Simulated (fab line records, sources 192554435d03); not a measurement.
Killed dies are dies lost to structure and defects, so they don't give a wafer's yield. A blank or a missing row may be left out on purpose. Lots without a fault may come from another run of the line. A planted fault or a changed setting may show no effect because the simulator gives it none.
Problem report in the 8D (eight disciplines) form, filled by code | flow n5_finfet | the parts of the form that need people (team, actions taken, sign-off) are left out

1. THE PROBLEM
plate_temp_C at N5_BEOL_M1_COAT_76 reads a mean of 211.38 C on 6 wafers of 2 lots; wafers without a fault read 205.00 C with a standard deviation of 0.16. That is +40 standard deviations from the usual mean.
The step: time 60 s, resist thk 5 nm.
First seen on wafer L480.1, day 11 05:41, on litho_track-05. The record holds 30 wafers of 10 lots with a number at this step. Rule for "out", or "out of limits": more than 4 standard deviations from the usual mean. The other wafers with a number count as sound.

2. WHAT IT IS AND WHAT IT IS NOT
question                    | is                                 | is not
which readings at this step | plate_temp_C, heater_power_total_W | spin_speed_rpm
which lots                  | L480, L481                         | L461, L462, L464, L466, L467, L471, L482, L483
which wafers of those lots  | all that have a number             | -
read on which tools         | litho_track-05                     | litho_track-03, litho_track-04
when                        | from day 11 05:41                  | up to then (18 sound wafers); but 6 sound wafers of L482, L483 came after

3. SUSPECTS, AND WHAT RULES EACH OUT
Counting: a tool at a process step up to the reading stays a suspect if it ran every lot that is out and no sound lot after the first of them.
- litho_track-05 at N5_BEOL_M1_COAT_76 (time 60 s, resist thk 5 nm): kept. It ran every lot that is out, first L480 (day 11 05:41), and no sound lot after that; its last sound lot up to then is L466 (day 7 08:28). Its own readings are out on those wafers: heater_power_total_W, plate_temp_C.
Left after counting: litho_track-05 at N5_BEOL_M1_COAT_76.

4. THE CAUSE (what the simulator had put in)
Process parameter drift: litho_track-05, from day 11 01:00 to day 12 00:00, at N5_BEOL_M1_COAT_76. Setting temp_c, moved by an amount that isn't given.
Counting left only this tool.

5. THE CHAIN OF EFFECTS, in route order
Each row: a reading whose mean over the struck wafers that have a number lies more than 3 standard deviations from the usual. Only readings for which the record gives a usual standard deviation are gone through. hours: the time from each lot's start at the first step in this table that gives one to its start at this step, as a median over the lots. sigmas: the change in usual standard deviations.
hours | step               | reading              | usual    | on struck wafers | change | sigmas
0     | N5_BEOL_M1_COAT_76 | heater_power_total_W | 391.6 W  | 406.2            | +14.6  | +11
0     | N5_BEOL_M1_COAT_76 | plate_temp_C         | 205.00 C | 211.38           | +6.38  | +40
The process steps in it:
- N5_BEOL_M1_COAT_76: time 60 s, resist thk 5 nm.
Later measuring or inspecting steps at which every struck wafer that the step has a row for has a number for every such reading, and none has moved that far: N5_BEOL_M1_OVL_MEAS_29, N5_BEOL_M4_RC_MEAS_101.

6. WHAT WOULD HAVE CAUGHT IT SOONER
In this record the first reading out of limits was taken at day 11 05:41, 5 hours after the fault began at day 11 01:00.
